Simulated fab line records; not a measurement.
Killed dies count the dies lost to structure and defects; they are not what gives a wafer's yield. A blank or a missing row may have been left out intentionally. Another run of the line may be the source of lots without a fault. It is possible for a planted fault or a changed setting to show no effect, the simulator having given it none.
Split-lot study -- flow n5Finfet -- 21 wafers read from 7 lots, route of 1938 steps

## ON THE SPLIT
At N5_BEOL_M1_ETCH_64 (etches SOC in N2/H2, target depth 75 nm, overetch 15 nm, time 112.5 s), the setting biasW was moved away from the recipe's 150 W on 5 of the 21 wafers read, by -11.7% to +16.4%. All remaining wafers had this setting at the recipe value.

The reading is taken at the split's own step.

## THE READING
rfVppV, in V, at N5_BEOL_M1_ETCH_64 (etches SOC in N2/H2, target depth 75 nm, overetch 15 nm, time 112.5 s). Typical for fault-free wafers on this fab line: 524.0 V, with standard deviation 2.1 V.

wafer,"tool, chamber at the split","biasW as run, W",against the recipe,"rfVppV, V",against lot-mates on the recipe
L079.1,"rieDiel-06, 2",150,recipe,524.6,-
L079.3,"rieDiel-06, 0",167.1,+11.4%,563.2,+38.6
L079.6,"rieDiel-06, 1",167.1,+11.4%,560.4,+35.8
L080.1,"rieDiel-04, 3",150,recipe,525.4,-
L080.3,"rieDiel-04, 0",150,recipe,523.0,-
L080.5,"rieDiel-04, 2",150,recipe,523.2,-
L090.2,"rieDiel-03, 3",150,recipe,528.2,-
L090.3,"rieDiel-03, 0",150,recipe,521.0,-
L090.4,"rieDiel-03, 2",137.9,-8.1%,495.6,-29.0
L093.1,"rieDiel-04, 2",150,recipe,520.4,-
L093.2,"rieDiel-04, 1",150,recipe,525.5,-
L093.4,"rieDiel-04, 3",150,recipe,524.6,-
L095.3,"rieDiel-06, 3",150,recipe,523.9,-
L095.5,"rieDiel-06, 0",150,recipe,524.9,-
L095.6,"rieDiel-06, 3",150,recipe,525.3,-
L096.1,"rieDiel-03, 2",150,recipe,522.2,-
L096.3,"rieDiel-03, 3",174.6,+16.4%,580.3,+57.0
L096.5,"rieDiel-03, 3",150,recipe,524.4,-
L097.3,"rieDiel-06, 1",132.5,-11.7%,482.3,-40.6
L097.5,"rieDiel-06, 2",150,recipe,523.1,-
L097.6,"rieDiel-06, 1",150,recipe,522.7,-

FIT RESULTS
A straight line over all 21 wafers: rfVppV changes by +3.43 V for each +1% of biasW; r = +1.00; the points scatter about the line by 1.8 V.
The same after taking each lot's own level away (the mean of its wafers on the recipe; 21 wafers): +3.42 V for each +1%; r = +1.00; scatter 1.8 V.
That fit puts the effect of the largest move of biasW on the reading at 56 V.
Across the lots, their own levels run from 522.90 to 524.70 V, a range of 0.9 times the standard deviation given above.
The two slopes agree, so the slope changes little with the lot-to-lot level.
Check: with one of the wafers moved furthest among these (+16.4%) left out of the fit, the line predicts +55.1 V for it against its lot-mates. Against them it came out at +57 V.
Tool readings at the split's step, against how far the setting was moved: rfVppV r = +1.00.

## OTHER SPLITS APPLIED TO THESE WAFERS
Before the reading, these wafers also passed through other splits. Each is held against what the fit with the lots' levels taken away leaves over:
other split on the same wafers,wafers away from the commonest value,r with rfVppV (lot level and that fit taken away)
N5_MOL_CONTACT_COAG_VIA_ETCH_117 biasW,10,-0.26
N5_MOL_CONTACT_COAG_CVD_140 targetThkA,4,-0.26
N5_BEOL_M0_CUTY_EXPOSE_54 doseMj,8,-0.18
N5_BEOL_M0_CUTY_ETCH_63 sourceW,7,+0.16

## THE WHOLE CHAIN: every reading that the file lists as answering this split, in the file's order
step,what it does,reading,change (the file's fit),r (the file's)
N5_BEOL_M1_ETCH_64,"etches SOC in N2/H2, target depth 75 nm, overetch 15 nm, time 112.5 s",rfVppV,+3.45 V for each +1% of the setting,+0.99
N5_BEOL_M1_ETCH_64,"etches SOC in N2/H2, target depth 75 nm, overetch 15 nm, time 112.5 s","SiARC_of_BEOL_M1_COAT_62.thkNm (the simulator's own value, which no gauge read)",-0.0627 nm for each +1% of the setting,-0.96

## FILE'S OWN FIT
rfVppV changes by +3.45 V for each +1% of biasW, r = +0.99.
